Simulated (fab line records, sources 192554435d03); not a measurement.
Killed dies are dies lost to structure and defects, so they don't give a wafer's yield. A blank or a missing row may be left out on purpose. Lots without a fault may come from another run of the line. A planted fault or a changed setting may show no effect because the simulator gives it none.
fab line records | flow n5_finfet
record lots=24 wafers=72 last_day=18
route steps=1938 shown BEOL_M7@1280 BEOL_M8@1332 BEOL_M9@1415
lots that met no fault: from a run of the same line without faults
start_h: hours from the record's first day to the start of the lot's first wafer shown | wait_h: hours since the lot's step before | " the same as in the row above | L1.1+2: a row that stands for several wafers | - no value, or no start given | * or withheld: withheld | < > ~ a bound
route shown NAME@n: a module of which the file shows steps, and the number in the route of the first | usual: mean/standard deviation of fault-free wafers | same: alike in all rows | chamber/n: place in a boat | sites: the reading at each site | _std_site: their standard deviation | _edge_site: outer sites' mean less inner sites' | radius_mm: how far each site lies from the wafer's centre | mask NAME#n: copy n | behind: the tool/chamber that last shaped the wafer | hold: why the lot was held/for how many hours/how that ended | device: the transistor (n, p or np) that didn't switch | end of line: the same wafers' tests at the end of the route | a step without rows: its recipe alone | killed: dies lost to structure and defects at the first sort, not the wafer's yield | map: a wafer's dies, x killed, . not, _ none there
set.NAME: the setting as run; set.NAME@STEP: as run at that earlier step | model.NAME: the simulator's own value behind a step, which no gauge read
steps of the route over a sample of lots; a table a step, a row a wafer
services: from which hour (start_h, from the record's first day; less than 0 if before it) a tool's chamber was out of use, for how many hours, and why
## steps
# step N5_BEOL_M7_ETCH_61
# recipe chemistry=CF4 target=SiARC target_depth_a=455 mask_material=CAR-ArF time_s=75.8 ion_energy_ev=80 pressure_mtorr=40 source_w=545 bias_w=36 Ar_flow_sccm=100 cf4_flow_sccm=100 ends=cleared
# usual cf4_flow_sccm=99.98/0.28 drypump_motor_current_A=5.7/0.33 etch_rf_on_time_s=75.4/0.96 oes_product_au=0.68/0.072 rf_vpp_V=183.9/1.4 showerhead_plenum_p_Torr=2.14/0.089 throttle_valve_pct=15.65/0.28
# columns lot.wafer tool chamber start_h wait_h cf4_flow_sccm drypump_motor_current_A etch_rf_on_time_s oes_product_au rf_hours_counter_h rf_vpp_V showerhead_plenum_p_Torr throttle_valve_pct
L074.1 rie_diel-06 1 207.73 0.0 99.52 5.9 75.2 0.65 144 181.2 1.99 16.04
L074.2 " 0 " " 99.78 5.7 77.2 0.68 113 185.4 2.24 15.65
L074.3 " 3 " " 100.04 5.3 75.3 0.82 8 186.8 2.28 15.20
L075.1 rie_diel-05 2 219.34 0.0 100.04 6.1 76.6 0.60 215 183.7 2.20 15.49
L075.5 " 0 " " 100.08 6.1 75.2 0.62 - 182.8 2.14 15.66
L075.6 " 3 " " 99.88 5.5 76.1 0.77 - 182.7 2.11 15.40
L077.1 rie_diel-06 0 224.64 0.0 99.95 5.7 76.6 0.69 116 184.8 2.24 15.66
L077.5 " 0 " " 99.71 5.7 76.8 0.69 - 184.6 2.24 15.67
L077.6 " 3 " " 99.44 5.3 74.8 0.82 - 184.3 2.28 15.21
L076.1 rie_diel-06 3 229.85 0.0 100.61 5.3 74.3 0.80 14 186.4 2.28 15.20
L076.3 " 2 " " 99.62 5.9 76.5 0.61 179 184.6 2.05 15.99
L076.4 " 0 " " 100.41 5.7 76.2 0.68 118 185.1 2.24 15.67
L078.3 rie_diel-06 2 231.67 0.0 100.21 5.8 76.8 0.61 180 183.1 2.05 15.97
L078.4 " 0 " " 100.45 5.7 76.6 0.68 119 186.2 2.24 15.65
L078.6 " 0 " " 100.24 5.7 76.5 0.68 - 184.3 2.24 15.65
L079.2 rie_diel-05 1 236.40 0.0 100.13 5.2 75.1 0.72 39 184.2 2.10 15.54
L079.3 " 0 " " 100.03 6.2 73.9 0.61 179 182.6 2.14 15.68
L079.4 " 3 " " 99.72 5.6 75.3 0.77 30 184.8 2.10 15.39
L080.1 rie_diel-06 2 236.55 0.0 99.81 5.9 75.8 0.61 181 183.2 2.05 15.98
L080.3 " 0 " " 100.09 5.7 76.0 0.68 121 185.1 2.24 15.68
L080.5 " 2 " " 100.21 5.8 76.1 0.61 - 182.6 2.05 15.98
L081.1 rie_diel-05 3 250.16 0.0 99.70 5.6 75.2 0.76 35 182.9 2.10 15.41
L081.4 " 2 " " 99.97 6.0 76.1 0.59 224 186.0 2.20 15.51
L081.6 " 0 " " 100.07 6.1 74.4 0.61 - 181.7 2.14 15.68
L083.2 rie_diel-06 0 260.96 0.0 100.23 5.7 76.3 0.67 129 185.4 2.23 15.70
L083.5 " 0 " " 99.96 5.7 75.8 0.68 - 184.8 2.23 15.70
L083.6 " 1 " " 99.55 5.9 74.5 0.64 - 182.4 1.98 16.08
L082.1 rie_diel-05 2 261.18 0.0 100.18 6.1 76.6 0.59 228 184.7 2.20 15.52
L082.4 " 3 " " 100.38 5.6 75.0 0.76 39 182.9 2.10 15.43
L082.5 " 1 " " 99.54 5.2 74.6 0.73 - 183.9 2.09 15.54
L084.1 rie_diel-02 3 278.54 0.0 100.01 5.5 77.1 0.62 192 182.8 2.13 15.80
L084.4 " 1 " " 99.89 6.3 75.0 0.66 129 186.9 2.24 15.96
L084.5 " 1 " " 99.82 6.3 74.9 0.66 - 185.0 2.24 15.98
L086.1 rie_diel-05 0 283.91 0.0 99.75 6.1 74.5 0.60 193 183.8 2.13 15.70
L086.4 " 1 " " 100.23 5.2 74.3 0.72 54 183.2 2.09 15.57
L086.5 " 2 " " 99.75 6.0 74.9 0.60 - 184.6 2.20 15.53
L085.1 rie_diel-06 1 284.25 0.0 100.09 5.9 75.1 0.62 166 183.7 1.98 16.08
L085.4 " 3 " " 99.83 5.3 74.4 0.79 31 184.4 2.28 15.23
L085.6 " 2 " " 100.23 5.9 76.4 0.60 - 183.6 2.05 15.99
L087.3 rie_diel-02 3 287.69 0.0 99.93 5.5 76.7 0.62 195 185.7 2.13 15.82
L087.4 " 0 " " 99.60 5.4 73.5 0.81 11 184.0 2.19 15.23
L087.6 " 0 " " 99.34 5.4 73.9 0.80 - 185.3 2.19 15.24
L089.1 rie_diel-05 3 291.68 0.0 99.89 5.5 74.9 0.75 49 183.3 2.10 15.45
L089.2 " 2 " " 99.60 6.1 75.4 0.59 238 185.0 2.19 15.55
L089.4 " 2 " " 99.48 6.0 75.5 0.60 - 183.6 2.19 15.54
L088.1 rie_diel-06 0 298.08 0.0 99.99 5.7 77.2 0.66 140 185.5 2.23 15.69
L088.2 " 3 " " 100.38 5.3 75.7 0.76 36 185.0 2.27 15.26
L088.6 " 0 " " 99.91 5.7 76.8 0.66 - 185.1 2.23 15.70
L090.1 rie_diel-02 2 307.75 0.0 99.56 5.5 75.7 0.64 152 183.7 2.05 15.57
L090.2 " 1 " " 100.28 6.3 74.5 0.65 138 185.5 2.23 16.00
L090.3 " 0 " " 99.90 5.4 74.5 0.78 17 185.4 2.18 15.24
L092.1 rie_diel-06 2 313.07 0.0 100.10 5.9 75.3 0.60 204 184.2 2.04 16.03
L092.2 " 1 " " 99.48 5.9 73.7 0.63 175 181.8 1.98 16.10
L092.3 " 0 " " 100.05 5.7 75.5 0.66 145 184.5 2.23 15.70
L091.1 rie_diel-05 0 313.08 0.0 99.95 6.1 74.5 0.60 197 183.7 2.13 15.72
L091.4 " 3 " " 100.13 5.6 74.4 0.74 56 184.0 2.10 15.45
L091.6 " 3 " " 100.27 5.6 75.3 0.74 - 184.0 2.10 15.46
L094.1 rie_diel-05 0 329.71 0.0 99.44 6.2 75.0 0.60 202 182.9 2.13 15.71
L094.4 " 2 " " 99.97 6.0 76.3 0.59 249 185.2 2.19 15.55
L094.6 " 3 " " 100.12 5.5 75.3 0.73 - 183.0 2.09 15.47
L095.2 rie_diel-06 3 335.31 0.0 99.47 5.3 75.3 0.76 47 185.1 2.27 15.27
L095.3 " 1 " " 100.22 5.9 75.0 0.62 182 182.1 1.98 16.11
L095.6 " 2 " " 100.29 5.9 75.9 0.60 - 183.2 2.04 16.03
L093.3 rie_diel-02 1 336.64 0.0 100.03 6.3 75.0 0.64 145 184.7 2.23 16.01
L093.4 " 2 " " 99.96 5.4 76.6 0.63 159 181.5 2.05 15.58
L093.6 " 2 " " 100.18 5.5 76.9 0.63 - 182.3 2.05 15.58
L096.1 rie_diel-05 3 340.30 0.0 99.97 5.6 75.0 0.73 65 181.7 2.09 15.47
L096.2 " 0 " " 99.77 6.1 75.2 0.60 206 184.2 2.13 15.73
L096.5 " 1 " " 99.86 5.2 74.7 0.69 - 184.7 2.09 15.60
L097.1 rie_diel-02 1 344.23 0.0 100.40 6.3 74.5 0.64 148 186.3 2.23 16.02
L097.4 " 2 " " 99.78 5.5 75.2 0.63 163 181.8 2.05 15.58
L097.6 " 0 " " 99.76 5.4 75.0 0.77 - 185.4 2.18 15.27
# step N5_BEOL_M7_STRIP_67
# recipe chemistry=CF4 resist=SiARC power_w=300 bias_power_w=75 pressure_mtorr=50 cf4_flow_sccm=150 rf_frequency_hz=6e+07
# usual cf4_flow_sccm=149.9/0.46 drypump_motor_current_A=5.7/0.34 oes_product_au=0.79/0.082 rf_vpp_V=271.0/1.8 showerhead_plenum_p_Torr=1.79/0.074 throttle_valve_pct=13.62/0.29
# columns lot.wafer tool chamber start_h wait_h cf4_flow_sccm drypump_motor_current_A oes_product_au rf_hours_counter_h rf_vpp_V showerhead_plenum_p_Torr throttle_valve_pct
L074.1 rie_diel-06 1 207.93 0.0 150.0 5.9 0.75 144 268.6 1.67 14.01
L074.2 " 0 " " 150.1 5.7 0.80 113 272.2 1.88 13.62
L074.3 " 3 " " 150.0 5.3 0.95 9 273.7 1.92 13.16
L075.1 rie_diel-05 2 219.54 0.0 149.0 6.0 0.72 215 271.7 1.85 13.53
L075.5 " 0 " " 149.7 6.1 0.72 - 271.1 1.79 13.64
L075.6 " 3 " " 149.4 5.6 0.91 - 270.3 1.76 13.32
L077.1 rie_diel-06 0 224.84 0.0 150.5 5.7 0.80 117 271.6 1.87 13.63
L077.5 " 0 " " 150.5 5.7 0.81 - 272.9 1.87 13.63
L077.6 " 3 " " 149.5 5.3 0.93 - 273.4 1.91 13.17
L076.1 rie_diel-06 3 230.05 0.0 150.1 5.3 0.95 14 273.4 1.91 13.17
L076.3 " 2 " " 149.6 5.9 0.72 179 269.1 1.72 13.96
L076.4 " 0 " " 150.3 5.7 0.80 118 273.0 1.87 13.62
L078.3 rie_diel-06 2 231.88 0.0 150.0 5.9 0.72 180 269.7 1.72 13.97
L078.4 " 0 " " 150.3 5.7 0.80 119 274.9 1.87 13.63
L078.6 " 0 " " 149.7 5.7 0.80 - 273.7 1.87 13.64
L079.2 rie_diel-05 1 236.61 0.0 150.3 5.2 0.85 39 270.0 1.76 13.49
L079.3 " 0 " " 150.2 6.2 0.72 179 271.4 1.79 13.66
L079.4 " 3 " " 150.2 5.6 0.89 30 271.1 1.76 13.33
L080.1 rie_diel-06 2 236.75 0.0 149.4 5.8 0.71 181 269.3 1.72 13.97
L080.3 " 0 " " 149.5 5.8 0.81 121 273.0 1.87 13.65
L080.5 " 2 " " 149.9 5.8 0.72 - 269.6 1.72 13.96
L081.1 rie_diel-05 3 250.36 0.0 149.6 5.6 0.89 35 271.6 1.76 13.35
L081.4 " 2 " " 150.4 6.1 0.70 224 273.5 1.84 13.54
L081.6 " 0 " " 149.9 6.1 0.71 - 271.1 1.79 13.65
L083.2 rie_diel-06 0 261.16 0.0 149.7 5.7 0.78 129 273.6 1.87 13.66
L083.5 " 0 " " 149.8 5.7 0.79 - 272.5 1.87 13.66
L083.6 " 1 " " 150.0 6.0 0.75 - 268.2 1.67 14.05
L082.1 rie_diel-05 2 261.39 0.0 149.7 6.0 0.70 228 271.5 1.84 13.55
L082.4 " 3 " " 149.9 5.6 0.89 39 268.5 1.76 13.35
L082.5 " 1 " " 149.3 5.2 0.85 - 269.6 1.76 13.50
L084.1 rie_diel-02 3 278.74 0.0 149.6 5.4 0.74 192 269.9 1.79 13.81
L084.4 " 1 " " 149.6 6.3 0.76 130 274.2 1.88 13.96
L084.5 " 1 " " 150.2 6.3 0.77 - 273.6 1.88 13.94
L086.1 rie_diel-05 0 284.11 0.0 149.5 6.2 0.70 193 270.7 1.79 13.69
L086.4 " 1 " " 150.2 5.2 0.84 54 269.9 1.75 13.51
L086.5 " 2 " " 150.2 6.0 0.69 - 271.8 1.84 13.58
L085.1 rie_diel-06 1 284.45 0.0 150.2 5.9 0.73 166 267.3 1.67 14.06
L085.4 " 3 " " 150.6 5.3 0.90 31 273.2 1.91 13.21
L085.6 " 2 " " 150.1 5.9 0.71 - 269.3 1.71 13.98
L087.3 rie_diel-02 3 287.89 0.0 150.2 5.6 0.73 195 269.8 1.79 13.83
L087.4 " 0 " " 149.8 5.4 0.93 11 273.1 1.83 13.18
L087.6 " 0 " " 149.8 5.4 0.93 - 270.5 1.83 13.18
L089.1 rie_diel-05 3 291.88 0.0 149.5 5.6 0.86 49 270.0 1.75 13.37
L089.2 " 2 " " 150.0 6.0 0.70 238 271.3 1.84 13.57
L089.4 " 2 " " 149.5 6.0 0.68 - 272.6 1.84 13.57
L088.1 rie_diel-06 0 298.28 0.0 149.5 5.7 0.78 140 271.0 1.87 13.67
L088.2 " 3 " " 149.5 5.3 0.89 36 274.9 1.91 13.24
L088.6 " 0 " " 149.3 5.7 0.78 - 272.9 1.87 13.67
L090.1 rie_diel-02 2 307.96 0.0 150.3 5.4 0.74 152 269.1 1.72 13.54
L090.2 " 1 " " 149.6 6.3 0.76 138 271.1 1.87 13.96
L090.3 " 0 " " 148.9 5.4 0.91 17 272.2 1.83 13.21
L092.1 rie_diel-06 2 313.27 0.0 149.9 5.8 0.70 204 270.0 1.71 14.03
L092.2 " 1 " " 150.2 5.9 0.73 175 267.4 1.67 14.06
L092.3 " 0 " " 150.5 5.7 0.78 145 273.7 1.87 13.71
L091.1 rie_diel-05 0 313.28 0.0 149.4 6.2 0.70 198 270.3 1.79 13.70
L091.4 " 3 " " 148.8 5.5 0.86 56 271.6 1.75 13.37
L091.6 " 3 " " 149.7 5.6 0.86 - 269.9 1.75 13.39
L094.1 rie_diel-05 0 329.91 0.0 150.8 6.2 0.70 202 270.4 1.78 13.71
L094.4 " 2 " " 149.7 6.0 0.69 249 271.0 1.84 13.62
L094.6 " 3 " " 149.6 5.5 0.85 - 268.3 1.75 13.39
L095.2 rie_diel-06 3 335.51 0.0 150.4 5.3 0.88 47 272.7 1.90 13.25
L095.3 " 1 " " 150.1 5.9 0.73 182 267.0 1.66 14.11
L095.6 " 2 " " 150.9 5.8 0.70 - 269.1 1.71 14.01
L093.3 rie_diel-02 1 336.84 0.0 150.3 6.3 0.75 145 271.1 1.87 13.97
L093.4 " 2 " " 149.9 5.5 0.74 160 269.1 1.72 13.56
L093.6 " 2 " " 150.0 5.5 0.74 - 270.0 1.72 13.57
L096.1 rie_diel-05 3 340.50 0.0 150.2 5.6 0.85 65 271.6 1.75 13.40
L096.2 " 0 " " 149.4 6.1 0.69 206 272.7 1.78 13.70
L096.5 " 1 " " 150.1 5.2 0.81 - 269.7 1.75 13.56
L097.1 rie_diel-02 1 344.44 0.0 150.1 6.3 0.75 148 273.4 1.87 13.99
L097.4 " 2 " " 149.8 5.5 0.73 163 270.1 1.72 13.57
L097.6 " 0 " " 150.1 5.4 0.89 - 273.1 1.83 13.21
# step N5_BEOL_M8_ILD_DEP_00
# recipe material=SiCOH_lowk target_thk_a=1797.5 temp_c=300 precursor=DEMS/porogen pressure_torr=5 rf_w=500 time_s=33.4
# usual heater_power_w=328/57 showerhead_plenum_p_Torr=5.739/0.013 showerhead_vpp_V=1349/81 throttle_valve_pct=14.0/0.84
# columns lot.wafer tool chamber start_h wait_h heater_power_w showerhead_plenum_p_Torr showerhead_vpp_V since_wet_clean_h throttle_valve_pct
L074.1 pecvd-01 2 212.67 0.0 477 5.727 1425 333 13.6
L074.2 " 0 " " 306 5.741 1250 1098 13.4
L074.3 " 1 " " 332 5.747 1308 1823 14.0
L075.1 pecvd-03 1 224.96 0.0 366 5.751 1388 1473 14.7
L075.5 " 1 " " 368 5.762 1385 - 15.2
L075.6 " 0 " " 305 5.749 1331 - 13.5
L077.1 pecvd-01 2 230.72 0.1 403 5.746 1459 351 13.5
L077.5 " 0 " " 266 5.739 1261 - 13.7
L077.6 " 1 " " 298 5.729 1321 - 14.2
L076.1 pecvd-01 2 236.60 0.0 448 5.738 1436 357 13.4
L076.3 " 0 " " 306 5.729 1269 1122 13.4
L076.4 " 1 " " 313 5.741 1316 - 14.3
L078.3 pecvd-03 1 239.50 0.0 384 5.739 1375 1487 14.9
L078.4 " 1 " " 385 5.754 1398 - 14.8
L078.6 " 2 " " 308 5.750 1468 - 12.9
L080.1 pecvd-02 2 241.75 0.0 268 5.748 1338 192 13.8
L080.3 " 1 " " 311 5.714 1207 1671 14.3
L080.5 " 1 " " 311 5.708 1197 - 14.3
L079.2 pecvd-03 1 243.81 0.0 319 5.743 1356 1491 15.0
L079.3 " 0 " " 352 5.747 1313 766 13.6
L079.4 " 1 " " 336 5.752 1367 - 15.1
L081.1 pecvd-02 1 257.58 0.0 302 5.708 1180 1686 14.4
L081.4 " 1 " " 309 5.725 1204 - 14.3
L081.6 " 0 " " 250 5.733 1323 - 15.9
L083.2 pecvd-02 0 266.30 0.0 258 5.719 1299 970 15.6
L083.5 " 0 " " 270 5.723 1315 - 15.7
L083.6 " 1 " " 296 5.726 1217 - 14.5
L082.1 pecvd-03 2 267.94 0.0 282 5.745 1468 37 12.6
L082.4 " 2 " " 280 5.745 1464 - 12.6
L082.5 " 0 " " 332 5.723 1317 - 13.8
L084.1 pecvd-01 1 284.16 0.0 302 5.743 1349 1894 14.2
L084.4 " 2 " " 462 5.725 1455 - 13.6
L084.5 " 1 " " 310 5.743 1339 - 14.1
L085.1 pecvd-02 2 289.88 0.0 274 5.738 1361 240 13.9
L085.4 " 2 " " 270 5.740 1351 - 13.8
L085.6 " 0 " " 264 5.707 1296 - 15.8
L086.1 pecvd-01 1 290.70 0.0 315 5.740 1340 1901 14.5
L086.4 " 1 " " 323 5.749 1329 - 14.3
L086.5 " 2 " " 422 5.731 1479 - 13.4
L087.3 pecvd-02 1 292.93 0.0 268 5.714 1213 1722 14.4
L087.4 " 0 " " 314 5.715 1299 - 15.9
L087.6 " 1 " " 266 5.722 1201 - 14.4
L089.1 pecvd-01 1 296.06 0.0 337 5.759 1327 1906 14.4
L089.2 " 0 " " 294 5.744 1264 1181 13.3
L089.4 " 1 " " 334 5.746 1366 - 14.1
L088.1 pecvd-03 1 305.51 0.0 392 5.744 1374 1553 15.0
L088.2 " 0 " " 311 5.748 1313 828 13.4
L088.6 " 2 " " 327 5.743 1460 - 12.6
L090.1 pecvd-02 0 313.76 0.0 314 5.715 1286 1018 15.9
L090.2 " 1 " " 320 5.741 1185 1743 14.2
L090.3 " 2 " " 258 5.712 1362 264 14.1
L091.1 pecvd-01 1 318.46 0.0 289 5.741 1345 1929 14.1
L091.4 " 1 " " 294 5.773 1319 - 14.2
L091.6 " 0 " " 286 5.742 1266 - 13.5
L092.1 pecvd-01 1 318.91 0.0 332 5.752 1334 1929 14.0
L092.2 " 0 " " 320 5.741 1261 1204 13.4
L092.3 " 2 " " 407 5.736 1472 439 13.8
L094.1 pecvd-03 2 334.53 0.0 266 5.748 1440 103 12.5
L094.4 " 2 " " 277 5.740 1472 - 12.8
L094.6 " 2 " " 290 5.747 1475 - 12.7
L095.2 pecvd-03 1 341.62 0.0 365 5.743 1375 1589 14.9
L095.3 " 0 " " 355 5.733 1324 864 14.1
L095.6 " 0 " " 347 5.750 1314 - 13.5
L093.3 pecvd-03 0 342.00 0.0 373 5.752 1331 865 13.5
L093.4 " 1 " " 386 5.759 1381 - 15.0
L093.6 " 0 " " 366 5.740 1325 - 13.8
L096.1 pecvd-01 2 345.49 0.0 456 5.721 1478 466 13.7
L096.2 " 1 " " 331 5.742 1338 1956 14.1
L096.5 " 0 " " 248 5.738 1278 - 13.4
L097.1 pecvd-03 2 349.69 0.0 323 5.749 1463 118 12.7
L097.4 " 1 " " 376 5.766 1396 - 15.0
L097.6 " 2 " " 267 5.748 1489 - 12.9
# step N5_BEOL_M8_CD_MEAS_11
# recipe target_cd_nm=38.5 landing_energy_ev=500 detector=se_inlens polarity=opening
# usual cd_nm=38.5/0.44
# same landing_energy_ev=500
# columns lot.wafer tool chamber start_h wait_h cd_nm
L074.1 cd_sem-03 0 215.15 - 38.1
L074.2 " 0 " " 38.1
L074.3 " 0 " " 38.3
L075.1 cd_sem-03 0 226.39 - 38.9
L075.5 " 0 " " 38.2
L075.6 " 0 " " 38.5
L077.1 cd_sem-03 0 232.15 - 39.0
L077.5 " 0 " " 38.1
L077.6 " 0 " " 38.4
L076.1 cd_sem-03 0 239.73 - 39.2
L076.3 " 0 " " 38.8
L076.4 " 0 " " 38.9
L078.3 cd_sem-02 0 240.56 - 38.5
L078.4 " 0 " " 37.9
L078.6 " 0 " " 38.2
L080.1 cd_sem-03 0 243.03 - 38.6
L080.3 " 0 " " 37.9
L080.5 " 0 " " 38.6
L079.2 cd_sem-02 0 247.18 - 38.8
L079.3 " 0 " " 38.7
L079.4 " 0 " " 38.2
L081.1 cd_sem-01 0 260.16 - 38.3
L081.4 " 0 " " 38.1
L081.6 " 0 " " 38.0
L083.2 cd_sem-02 0 268.18 - 38.5
L083.5 " 0 " " 38.7
L083.6 " 0 " " 38.4
L082.1 cd_sem-01 0 271.11 - 38.9
L082.4 " 0 " " 38.7
L082.5 " 0 " " 38.3
L084.1 cd_sem-02 0 287.06 - 37.5
L084.4 " 0 " " 38.2
L084.5 " 0 " " 37.6
L085.1 cd_sem-03 0 293.97 - 38.6
L085.4 " 0 " " 38.4
L085.6 " 0 " " 38.5
L086.1 cd_sem-03 0 294.43 - 38.8
L086.4 " 0 " " 38.7
L086.5 " 0 " " 39.4
L087.3 cd_sem-01 0 295.25 - 38.8
L087.4 " 0 " " 38.9
L087.6 " 0 " " 38.5
L089.1 cd_sem-03 0 298.11 - 37.8
L089.2 " 0 " " 38.3
L089.4 " 0 " " 37.7
L088.1 cd_sem-01 0 307.39 - 38.8
L088.2 " 0 " " 39.0
L088.6 " 0 " " 38.5
L090.1 cd_sem-03 0 316.57 - 38.6
L090.2 " 0 " " 38.6
L090.3 " 0 " " 38.9
L091.1 cd_sem-03 0 322.60 - 38.7
L091.4 " 0 " " 38.7
L091.6 " 0 " " 38.9
L092.1 cd_sem-01 0 322.77 - 38.1
L092.2 " 0 " " 39.0
L092.3 " 0 " " 39.1
L094.1 cd_sem-01 0 336.34 - 38.4
L094.4 " 0 " " 38.6
L094.6 " 0 " " 38.2
L095.2 cd_sem-03 0 344.02 - 39.4
L095.3 " 0 " " 39.0
L095.6 " 0 " " 38.5
L093.3 cd_sem-03 0 344.23 - 38.7
L093.4 " 0 " " 38.1
L093.6 " 0 " " 38.4
L096.1 cd_sem-02 0 347.98 - 38.2
L096.2 " 0 " " 38.5
L096.5 " 0 " " 38.7
L097.1 cd_sem-02 0 352.19 - 39.3
L097.4 " 0 " " 38.7
L097.6 " 0 " " 38.7
# step N5_BEOL_M8_CD_MEAS_18
# recipe pitch_nm=80 target_cd_nm=40
# usual cd_nm=40.0/0.5
# columns lot.wafer tool chamber start_h wait_h cd_nm
L074.1 cd_sem-01 - 215.70 0.0 39.7
L074.2 " - " " 39.9
L074.3 " - " " 40.0
L075.1 cd_sem-02 - 226.98 0.1 40.6
L075.5 " - " " 40.0
L075.6 " - " " 39.8
L077.1 cd_sem-03 - 232.75 0.0 40.4
L077.5 " - " " 40.0
L077.6 " - " " 39.7
L076.1 cd_sem-02 - 240.37 0.1 39.9
L076.3 " - " " 39.9
L076.4 " - " " 40.3
L078.3 cd_sem-02 - 241.33 0.1 39.5
L078.4 " - " " 38.7
L078.6 " - " " 39.1
L080.1 cd_sem-02 - 244.49 0.0 40.0
L080.3 " - " " 39.9
L080.5 " - " " 39.6
L079.2 cd_sem-01 - 248.26 0.1 40.1
L079.3 " - " " 39.8
L079.4 " - " " 40.0
L081.1 cd_sem-02 - 260.94 0.0 40.2
L081.4 " - " " 39.6
L081.6 " - " " 39.9
L083.2 cd_sem-01 - 268.73 0.1 39.3
L083.5 " - " " 40.0
L083.6 " - " " 39.9
L082.1 cd_sem-01 - 271.93 0.0 39.7
L082.4 " - " " 40.1
L082.5 " - " " 40.4
L084.1 cd_sem-02 - 287.96 0.1 39.1
L084.4 " - " " 39.5
L084.5 " - " " 38.9
L085.1 cd_sem-02 - 294.51 0.0 39.9
L085.4 " - " " 39.9
L085.6 " - " " 39.6
L086.1 cd_sem-02 - 294.98 0.0 40.6
L086.4 " - " " 40.7
L086.5 " - " " 41.0
L087.3 cd_sem-02 - 295.79 0.1 40.5
L087.4 " - " " 40.7
L087.6 " - " " 40.1
L089.1 cd_sem-03 - 298.66 0.0 39.7
L089.2 " - " " 39.8
L089.4 " - " " 40.0
L088.1 cd_sem-03 - 308.09 0.0 40.3
L088.2 " - " " 40.5
L088.6 " - " " 40.0
L090.1 cd_sem-03 - 317.58 0.0 40.1
L090.2 " - " " 40.1
L090.3 " - " " 39.8
L091.1 cd_sem-03 - 323.18 0.0 40.0
L091.4 " - " " 40.3
L091.6 " - " " 41.1
L092.1 cd_sem-02 - 323.40 0.0 39.5
L092.2 " - " " 40.7
L092.3 " - " " 40.3
L094.1 cd_sem-02 - 337.24 0.0 39.8
L094.4 " - " " 39.9
L094.6 " - " " 39.6
L095.2 cd_sem-03 - 344.62 0.1 41.1
L095.3 " - " " 41.0
L095.6 " - " " 40.2
L093.3 cd_sem-03 - 344.84 0.1 40.5
L093.4 " - " " 39.6
L093.6 " - " " 39.8
L096.1 cd_sem-03 - 348.57 0.1 40.0
L096.2 " - " " 40.2
L096.5 " - " " 40.1
L097.1 cd_sem-01 - 352.74 0.0 40.5
L097.4 " - " " 40.3
L097.6 " - " " 40.7
# step N5_BEOL_M9_OVL_MEAS_12
# recipe points_per_wafer=44
# usual M9_OVL=-0.3/0.76
# columns lot.wafer tool chamber start_h wait_h M9_OVL[nm]
L074.1 overlay-02 0 224.28 0.0 -1.2
L074.2 " 0 " " -1.4
L074.3 " 0 " " -0.7
L075.1 overlay-01 0 236.09 0.0 -1.8
L075.5 " 0 " " -1.4
L075.6 " 0 " " -1.4
L077.1 overlay-01 0 239.95 0.0 0.0
L077.5 " 0 " " 0.5
L077.6 " 0 " " 0.4
L076.1 overlay-02 0 247.27 0.0 -0.3
L076.3 " 0 " " -0.7
L076.4 " 0 " " 0.1
L078.3 overlay-01 0 250.37 0.0 0.2
L078.4 " 0 " " 0.5
L078.6 " 0 " " -1.0
L080.1 overlay-02 0 253.88 0.0 1.0
L080.3 " 0 " " 1.2
L080.5 " 0 " " 1.0
L079.2 overlay-02 0 257.27 0.0 -1.0
L079.3 " 0 " " 0.0
L079.4 " 0 " " -0.7
L081.1 overlay-01 0 266.69 0.0 0.5
L081.4 " 0 " " 0.1
L081.6 " 0 " " 0.4
L083.2 overlay-02 0 278.02 0.0 -0.5
L083.5 " 0 " " 0.2
L083.6 " 0 " " -0.6
L082.1 overlay-01 0 280.52 0.0 -0.4
L082.4 " 0 " " 0.0
L082.5 " 0 " " -0.3
L084.1 overlay-02 0 294.43 0.0 -0.3
L084.4 " 0 " " -0.5
L084.5 " 0 " " 0.2
L085.1 overlay-01 0 303.17 0.0 0.2
L085.4 " 0 " " 0.9
L085.6 " 0 " " 0.2
L086.1 overlay-01 0 303.33 0.0 0.0
L086.4 " 0 " " -0.7
L086.5 " 0 " " -0.4
L087.3 overlay-01 0 307.20 0.0 -0.1
L087.4 " 0 " " -0.3
L087.6 " 0 " " 0.3
L089.1 overlay-01 0 307.64 0.0 0.2
L089.2 " 0 " " 0.2
L089.4 " 0 " " 0.9
L088.1 overlay-02 0 316.52 0.0 -1.0
L088.2 " 0 " " -0.6
L088.6 " 0 " " -0.4
L090.1 overlay-01 0 327.32 0.0 -1.2
L090.2 " 0 " " -1.5
L090.3 " 0 " " -1.3
L092.1 overlay-01 0 331.25 0.0 -1.3
L092.2 " 0 " " -0.7
L092.3 " 0 " " -1.0
L091.1 overlay-01 0 331.83 0.0 0.8
L091.4 " 0 " " -0.3
L091.6 " 0 " " 0.1
L094.1 overlay-01 0 343.83 0.0 -0.3
L094.4 " 0 " " -0.5
L094.6 " 0 " " -0.3
L095.2 overlay-02 0 352.37 0.0 -1.5
L095.3 " 0 " " -1.3
L095.6 " 0 " " -2.3
L093.3 overlay-01 0 354.48 0.0 -0.6
L093.4 " 0 " " -0.7
L093.6 " 0 " " -0.2
L096.1 overlay-01 0 357.56 0.0 -0.7
L096.2 " 0 " " -0.3
L096.5 " 0 " " -0.2
L097.1 overlay-02 0 358.52 0.0 -1.1
L097.4 " 0 " " -1.0
L097.6 " 0 " " -1.4
## services
# columns tool chamber start_h hours kind
rie_diel-06 1 185.66 1.9 repair
rie_diel-02 2 186.31 1.2 repair
pecvd-02 0 197.30 2.1 scheduled_down
pecvd-03 2 202.38 - clean
pecvd-03 2 202.38 - consumable_replace:showerhead
pecvd-03 2 202.38 29.0 scheduled_down
pecvd-03 2 202.38 29.0 vent_cycle
rie_diel-02 - 211.42 0.1 repair
rie_diel-02 0 219.73 - clean
rie_diel-02 0 219.73 - consumable_replace:focus_ring
rie_diel-02 1 234.79 10.1 repair
pecvd-03 - 259.47 5.5 pm
rie_diel-05 0 290.58 14.1 repair
pecvd-01 0 320.20 12.9 repair
rie_diel-06 2 323.89 4.5 repair
pecvd-03 0 333.37 5.5 scheduled_down
rie_diel-05 2 335.81 - clean
rie_diel-05 2 335.81 - consumable_replace:focus_ring
rie_diel-05 2 335.81 25.0 scheduled_down
rie_diel-05 2 335.81 25.0 vent_cycle
pecvd-03 0 347.29 2.1 scheduled_down
## key
fault none
